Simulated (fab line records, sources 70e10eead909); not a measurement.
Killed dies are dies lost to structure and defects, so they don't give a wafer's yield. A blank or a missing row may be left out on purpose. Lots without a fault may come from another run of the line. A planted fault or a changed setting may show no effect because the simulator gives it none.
Problem report in the 8D (eight disciplines) form, filled by code | flow nand_harc | the parts of the form that need people (team, actions taken, sign-off) are left out

1. THE PROBLEM
killed_at_array at NHARC_END_SORT_01 reads a mean of 590 on 3 wafers of 2 lots; wafers without a fault read 64 with a standard deviation of 20. That is +26 standard deviations from the usual mean.
First seen on wafer L817.4, day 32 04:25, on prober-02. The record holds 6 wafers of 2 lots with a number at this step. Rule for "out", or "out of limits": more than 4 standard deviations from the usual mean. The other wafers with a number count as sound.

2. WHAT IT IS AND WHAT IT IS NOT
question                    | is                           | is not
which readings at this step | killed_at_array, killed_dies | killed_at_other, killed_open, killed_short
which lots                  | L817, L818                   | -
which wafers of those lots  | L817.4, L818.1, L818.4       | L817.5, L817.6, L818.5
read on which gauges        | prober-01, prober-02         | -
when                        | from day 32 04:25            | up to then (0 sound wafers); but 3 sound wafers of L817, L818 came after

3. SUSPECTS, AND WHAT RULES EACH OUT
Counting: a tool at a process step up to the reading stays a suspect if it ran every lot that is out. Sound lots after the first of them don't rule it out here, since some wafers of a struck lot are sound.
- the gauge at NHARC_END_SORT_01: ruled out. The wafers that are out were read on 2 gauges (prober-01, prober-02).
- pecvd-02 at NHARC_A_CONTACT_DEP_29 (deposits SiON, target thk 100 nm): kept. It ran every lot that is out, first L817 (day 29 00:20).
- cmp-04 at NHARC_A_BONDPAD_CMP_19 (polishes, t overpolish 30 s, cu recess touch 16 s, target thk 169.82 nm): kept. It ran every lot that is out, first L817 (day 30 20:37).
- Within pecvd-02 at NHARC_A_CONTACT_DEP_29: the wafers that are out ran in chamber 0; their sound lot-mates ran in chambers 1, 2.
Left after counting: pecvd-02 at NHARC_A_CONTACT_DEP_29, cmp-04 at NHARC_A_BONDPAD_CMP_19.

4. THE CAUSE (what the simulator had put in)
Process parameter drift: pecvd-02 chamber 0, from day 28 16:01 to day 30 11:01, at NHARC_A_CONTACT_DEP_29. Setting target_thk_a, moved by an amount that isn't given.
Counting left 2 suspects, and this tool is among them.

5. THE CHAIN OF EFFECTS, in route order
Each row: a reading whose mean over the struck wafers that have a number lies more than 3 standard deviations from the usual. Only readings for which the record gives a usual standard deviation are gone through. hours: the time from each lot's start at the first step in this table that gives one to its start at this step, as a median over the lots. sigmas: the change in usual standard deviations.
hours | step              | reading         | usual | on struck wafers | change | sigmas
0     | NHARC_END_SORT_01 | killed_at_array | 64    | 590              | +526   | +26
0     | NHARC_END_SORT_01 | killed_dies     | 68    | 596              | +528   | +26

6. WHAT WOULD HAVE CAUGHT IT SOONER
In this record the first reading out of limits at a measuring or inspecting step was taken at day 32 04:25, 84 hours after the fault began at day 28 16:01.
Of the tool readings at NHARC_A_CONTACT_DEP_29 for which the record gives a usual standard deviation, none was out on any struck wafer, so an alarm limit of 4 standard deviations on them would not have fired.
All the lots that are out (2) had begun NHARC_A_CONTACT_DEP_29 on pecvd-02 by day 32 04:25. A hold on the tool at that time would have spared none of them.
